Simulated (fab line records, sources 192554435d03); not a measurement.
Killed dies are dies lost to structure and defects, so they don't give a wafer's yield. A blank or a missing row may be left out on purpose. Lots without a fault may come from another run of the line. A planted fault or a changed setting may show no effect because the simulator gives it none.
Split-lot experiment | flow n5_finfet | 7 lots, 39 wafers read, on a route of 1938 steps

THE SPLIT
At N5_MOL_CONTACT_COAG_ETCHBACK_135 (etches SiO2 in CHF3, target depth 25 nm, time 16.7 s), the setting time_s was moved away from the recipe's 16.7 s on 18 of the 39 wafers read, by -36.9% to +58.0%. The other wafers ran this setting at the recipe's value.

The reading is taken at the split's own step.

THE READING
SOC_of_MOL_CONTACT_COAG_COAT_75.thk_nm (the simulator's own value, which no gauge read), in nm, at N5_MOL_CONTACT_COAG_ETCHBACK_135 (etches SiO2 in CHF3, target depth 25 nm, time 16.7 s). The file gives no usual value for it. The 21 wafers here that ran the recipe average 57.5 nm, standard deviation 0.27 nm.

wafer  | tool, chamber at the split | time_s as run, s | against the recipe | SOC_of_MOL_CONTACT_COAG_COAT_75.thk_nm, nm | against lot-mates on the recipe
L075.1 | rie_diel-05, 1,2           | 16.7             | recipe             | 57.6                                       | -
L075.3 | rie_diel-05, 1,2           | 16.7             | recipe             | 57.6                                       | -
L075.2 | rie_diel-05, 3             | 16.7             | recipe             | 57.4                                       | -
L075.4 | rie_diel-05, 0,2,3         | 10.53            | -36.9%             | 58.8                                       | +1.3
L075.5 | rie_diel-05, 0,2,3         | 10.53            | -36.9%             | 58.8                                       | +1.3
L075.6 | rie_diel-05, 0,2,3         | 10.53            | -36.9%             | 58.8                                       | +1.3
L077.1 | rie_diel-03, 2,3           | 11.41            | -31.7%             | 58                                         | +0.7
L077.5 | rie_diel-03, 2,3           | 11.41            | -31.7%             | 58                                         | +0.7
L077.2 | rie_diel-03, 0,1           | 16.7             | recipe             | 57.4                                       | -
L077.3 | rie_diel-03, 0,1           | 16.7             | recipe             | 57.4                                       | -
L077.4 | rie_diel-03, 3             | 11.41            | -31.7%             | 58.2                                       | +0.9
L077.6 | rie_diel-03, 0             | 16.7             | recipe             | 57.2                                       | -
L079.1 | rie_diel-05, 2             | 16.7             | recipe             | 57.4                                       | -
L079.2 | rie_diel-05, 3             | 26.38            | +58.0%             | 55.6                                       | -1.6
L079.3 | rie_diel-05, 1             | 26.38            | +58.0%             | 55.8                                       | -1.4
L079.4 | rie_diel-05, 1             | 26.38            | +58.0%             | 55.8                                       | -1.4
L079.5 | rie_diel-05, 2             | 16.7             | recipe             | 57                                         | -
L079.6 | rie_diel-05, 3             | 16.7             | recipe             | 57.2                                       | -
L088.1 | rie_diel-04, 2             | 16.7             | recipe             | 57.8                                       | -
L088.2 | rie_diel-04, 1             | 26.05            | +56.0%             | 56.4                                       | -1.4
L088.3 | rie_diel-04, 0             | 26.05            | +56.0%             | 56                                         | -1.8
L088.4 | rie_diel-04, 2             | 26.05            | +56.0%             | 56.2                                       | -1.6
L088.5 | rie_diel-04, 1             | 16.7             | recipe             | 58                                         | -
L088.6 | rie_diel-04, 0             | 16.7             | recipe             | 57.6                                       | -
L089.1 | rie_diel-05, 0,2,0         | 16.7             | recipe             | 57.4                                       | -
L089.2 | rie_diel-05, 0,2,0         | 16.7             | recipe             | 57.4                                       | -
L089.4 | rie_diel-05, 0,2,0         | 16.7             | recipe             | 57.4                                       | -
L089.3 | rie_diel-05, 3,2           | 25.9             | +55.1%             | 55.8                                       | -1.6
L089.6 | rie_diel-05, 3,2           | 25.9             | +55.1%             | 55.8                                       | -1.6
L089.5 | rie_diel-05, 3             | 25.9             | +55.1%             | 56                                         | -1.4
L090.1 | rie_diel-03, 0,2,1         | 23.69            | +41.9%             | 56.2                                       | -1.2
L090.2 | rie_diel-03, 0,2,1         | 23.69            | +41.9%             | 56.2                                       | -1.2
L090.4 | rie_diel-03, 0,2,1         | 23.69            | +41.9%             | 56.2                                       | -1.2
L090.3 | rie_diel-03, 3,0,1         | 16.7             | recipe             | 57.4                                       | -
L090.5 | rie_diel-03, 3,0,1         | 16.7             | recipe             | 57.4                                       | -
L090.6 | rie_diel-03, 3,0,1         | 16.7             | recipe             | 57.4                                       | -
L093.4 | rie_diel-04, 2,1           | 16.7             | recipe             | 58                                         | -
L093.5 | rie_diel-04, 2,1           | 16.7             | recipe             | 58                                         | -
L093.6 | rie_diel-04, 0             | 16.7             | recipe             | 57.8                                       | -
Where a row lists several chambers, the file gives one row for several wafers and doesn't say which wafer went through which chamber.

THE FIT
A straight line over all 39 wafers: SOC_of_MOL_CONTACT_COAG_COAT_75.thk_nm changes by -0.0282 nm for each +1% of time_s; r = -0.96; the points scatter about the line by 0.26 nm.
The same after taking each lot's own level away (the mean of its wafers on the recipe; 39 wafers): -0.0279 nm for each +1%; r = -0.99; scatter 0.14 nm.
On that fit, the largest move of time_s shifts the reading by 1.6 nm.
The lots' own levels span 57.20 to 57.93 nm, that is 2.8 times the standard deviation above.
So the lot-to-lot level changes the slope little: the two slopes agree.
Check: with one of the wafers moved furthest among these (+58.0%) left out of the fit, the line predicts -1.61 nm for it against its lot-mates. It came out at -1.6 nm against them.

OTHER SPLITS ON THESE WAFERS
These wafers also went through other splits before the reading. Each is held against what the fit with the lots' levels taken away leaves over:
other split on the same wafers          | wafers away from the commonest value | r with SOC_of_MOL_CONTACT_COAG_COAT_75.thk_nm (lot level and that fit taken away)
N5_ZERO_LAYER_DEVELOP_10 develop_time_s | 15                                   | +0.15
N5_FIN_SAQP_SPACER1_ALD_24 ald_cycles   | 15                                   | +0.10
N5_SD_EPI_N_ETCH_45 target_depth_a      | 15                                   | -0.02

THE FILE'S OWN FIT
SOC_of_MOL_CONTACT_COAG_COAT_75.thk_nm changes by -0.0278 nm for each +1% of time_s, r = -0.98.
